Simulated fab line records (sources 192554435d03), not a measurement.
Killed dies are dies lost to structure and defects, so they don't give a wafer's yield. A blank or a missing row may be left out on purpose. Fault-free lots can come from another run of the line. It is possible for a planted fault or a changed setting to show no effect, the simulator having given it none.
Split-lot trial	flow n5Finfet	7 lots, 21 wafers read, on a route of 1938 steps

== ON THE SPLIT ==
At N5_BEOL_M14_ILD_DEP_00 (deposits SiO2 from TEOS/O2, target thk 1119.3 nm, time 237.4 s), the setting timeS was moved away from the recipe's 237.4 s on 6 of the 21 wafers read, by -14.4% to +9.8%. For the rest of the wafers, this setting stayed at what the recipe calls for.

There is no step in the file separating the split from the reading.

== THE READING ==
M14_ILD_THK, in nm, at N5_BEOL_M14_THK_MEAS_01. Fault-free wafers of this fab line usually give 1125 nm, standard deviation 17 nm.

wafer	tool, chamber at the split	timeS as run, s	against the recipe	M14_ILD_THK, nm	against lot-mates on the recipe
L077.2	pecvd-02, 1	237.4	recipe	1103	-
L077.3	pecvd-02, 2	260.6	+9.8%	1230	+127
L077.5	pecvd-02, 2	260.6	+9.8%	1252	+149
L080.2	pecvd-02, 0	237.4	recipe	1168	-
L080.4	pecvd-02, 1	237.4	recipe	1138	-
L080.6	pecvd-02, 2	237.4	recipe	1152	-
L083.3	pecvd-04, 0	237.4	recipe	1122	-
L083.5	pecvd-04, 2	237.4	recipe	1120	-
L083.6	pecvd-04, 1	237.4	recipe	1127	-
L090.1	pecvd-02, 2	259.7	+9.4%	1219	+110
L090.3	pecvd-02, 1	237.4	recipe	1083	-
L090.6	pecvd-02, 2	237.4	recipe	1134	-
L095.1	pecvd-01, 1	237.4	recipe	1121	-
L095.2	pecvd-01, 0	237.4	recipe	1105	-
L095.5	pecvd-01, 1	237.4	recipe	1150	-
L096.2	pecvd-01, 0	203.1	-14.4%	947	-186
L096.3	pecvd-01, 2	237.4	recipe	1140	-
L096.6	pecvd-01, 0	237.4	recipe	1125	-
L097.1	pecvd-04, 2	237.4	recipe	1101	-
L097.2	pecvd-04, 1	214	-9.9%	995	-106
L097.3	pecvd-04, 0	214	-9.9%	994	-107

THE FIT
A straight line over all 21 wafers: M14_ILD_THK changes by +12.1 nm for each +1% of timeS; r = +0.96; the points scatter about the line by 20 nm.
The same after taking each lot's own level away (the mean of its wafers on the recipe; 21 wafers): +12.5 nm for each +1%; r = +0.98; scatter 15 nm.
On that fit, the largest move of timeS shifts the reading by 1.8e+02 nm.
The span of the lots' own levels, 1101.0 to 1152.7 nm, comes to 3.0 times the standard deviation stated above.
Consequently the slope shifts little with the lot-to-lot level, the two slopes agreeing.
Check: for one of the wafers moved furthest among these (-14.4%), held out of the fit, the line's prediction against its lot-mates is -174 nm. Against them it came out at -186 nm.

== THE WHOLE CHAIN: every reading that the file lists as answering this split, in the file's order ==
step	what it does	reading	change (the file's fit)	r (the file's)
N5_BEOL_M14_ILD_DEP_00	deposits SiO2 from TEOS/O2, target thk 1119.3 nm, time 237.4 s	SiO2_of_BEOL_M14_ILD_DEP_00.thkNm (the simulator's own value, which no gauge read)	+12.6 nm for each +1% of the setting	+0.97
N5_BEOL_M14_THK_MEAS_01		M14_ILD_THK	+12.5 for each +1% of the setting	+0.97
N5_BEOL_M14_VIA_ETCH_16	etches SiO2 in C4F8/O2/Ar, target depth 1231.3 nm	etch.depthNm (the simulator's own value, which no gauge read)	+12.6 nm for each +1% of the setting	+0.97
N5_BEOL_M14_VIA_ETCH_16	etches SiO2 in C4F8/O2/Ar, target depth 1231.3 nm	coat_of_BEOL_M14_COAT_04.thkNm (the simulator's own value, which no gauge read)	-2.84 nm for each +1% of the setting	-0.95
N5_BEOL_M14_STRIP_71	strips in post etch residue remover, time 60 s	SiO2_of_BEOL_M14_ILD_DEP_00.thkNm (the simulator's own value, which no gauge read)	+12.5 nm for each +1% of the setting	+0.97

== FILE'S OWN FIT ==
M14_ILD_THK changes by +12.5 nm for each +1% of timeS, r = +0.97.
